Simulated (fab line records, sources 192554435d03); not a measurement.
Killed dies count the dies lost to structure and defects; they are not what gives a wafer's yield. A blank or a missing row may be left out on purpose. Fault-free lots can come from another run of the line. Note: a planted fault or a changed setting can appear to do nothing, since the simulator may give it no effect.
A lot that was struck, set against a sound lot | flow n5-finfet | 13 out of 1938 route steps
Sound: wafers L551.3, L551.4, L551.6. Struck: wafer L560.6 (left out: L560.2, L560.3 of the same lot, which were not struck); the cause appears at the end.
At each step with rows: each side's tool, then ch and its chambers, then its first start. Under that, the readings that differ: sound wafers | struck wafers | difference of the means | sigmas: that difference in standard deviations of wafers without a fault.
alike: same words and numbers on both sides, and readings whose means sit less than 2 such deviations apart. not compared: any withheld reading, any reading some wafer has no value for, any bound like >300 that may hide the same value, and any number with overlapping values for which the record gives no deviation.
Wherever a step has rows on one side only, a row that says differs or no value, or a row with sigmas, the two part there. Non-overlapping numbers with no deviation appear without sigmas and do not part them. Lack of a reading on every wafer of one side parts them only where that side has two or more wafers.

N5_SD_ACTIVATION_INSPECT_02: inspects for defects (darkfield).
  sound on defect-inspect-01, day 4 17:00; struck on defect-inspect-01, day 6 21:56
  alike: raw-defect-count
N5_ILD0_LINER_00: material SiNx, target thk 4 nm, pulse time 1 s, purge time 2 s.
  sound on ald-sin-01 ch 1,2,3, day 4 17:02; struck on ald-sin-03 ch 2, day 6 21:59
  reading                    | sound             | struck | difference | sigmas
  precursor-pulse-height-rel | 1.024 1.012 1.022 | 0.963  | -0.056     | -3
  alike: chamber-pressure-Torr, heater-power-w
then, 2 steps without rows for these wafers: N5_ILD0_FCVD_FILL_01 (material SiO2 flowable, target thk 200 nm, time 328.3 s); N5_ILD0_CURE_02 (time 1800 s).
N5_ILD0_CMP_03: polishes, stops on SiNx, t overpolish 1.9 s, target thk 197.38 nm.
  sound on cmp-04 ch 0,3, day 4 19:56; struck on cmp-03 ch 3, day 7 00:58
  alike: motor-current-A, overpolish-run-s, time-to-endpoint-s
  not compared: pad-life-wafers
N5_ILD0_THK_MEAS_04:
  sound on film-metro-01, day 4 20:12; struck on film-metro-01, day 7 01:15
  alike: thk-nm
N5_ILD0_CMP_07: polishes SiO2 flowable, stops on poly-Si, t overpolish 1.18 s, target thk 138.88 nm.
  sound on cmp-03 ch 0,2,3, day 4 20:14; struck on cmp-03 ch 2, day 7 01:29
  alike: motor-current-A
  not compared: pad-life-wafers
N5_ILD0_THK_MEAS_08:
  sound on film-metro-01, day 4 20:32; struck on film-metro-01, day 7 01:43
  alike: thk-nm
then, 1 step without rows for these wafers: N5_ILD0_PRECLEAN_10 (cleans in NF3:NH3, afs cycles 5, time 20 s, sublimation time 60 s).
N5_ILD0_ALD_15: deposits SiNx, target thk 24 nm, pulse time 1 s, ald cycles 480.
  sound on ald-sin-02 ch 0,1,2, day 4 21:14; struck on ald-sin-02 ch 0, day 7 03:31
  alike: chamber-pressure-Torr, heater-power-w, precursor-pulse-height-rel
N5_ILD0_CMP_12: polishes SiNx, stops on poly-Si, t overpolish 6 s, target thk 17.67 nm.
  sound on cmp-04 ch 1,2, day 4 23:26; struck on cmp-04 ch 2, day 7 04:38
  reading                | sound          | struck | difference | sigmas
  time-to-endpoint-s (s) | 28.4 28.9 28.6 | 13.9   | -14.7      | -6
  alike: motor-current-A, overpolish-run-s
  not compared: pad-life-wafers
N5_ILD0_THK_MEAS_13:
  sound on film-metro-02, day 4 23:44; struck on film-metro-02, day 7 04:55
  alike: thk-nm
-- the record jumps here: 9 days lie between the struck wafers' starts before and after (it left off in module ILD0 and takes up again in module PASSIVATION, whose first step shown is number 1936 of the route) --
N5_PASSIVATION_PROBE_49:
  rows exist in the record for the struck wafers here (prober-01, day 16 09:42), but not for the sound ones

== WHERE THEY PART ==
Last at N5_PASSIVATION_PROBE_49 as far as this record goes, first at N5_ILD0_LINER_00.

WHY: whatever the simulator had introduced
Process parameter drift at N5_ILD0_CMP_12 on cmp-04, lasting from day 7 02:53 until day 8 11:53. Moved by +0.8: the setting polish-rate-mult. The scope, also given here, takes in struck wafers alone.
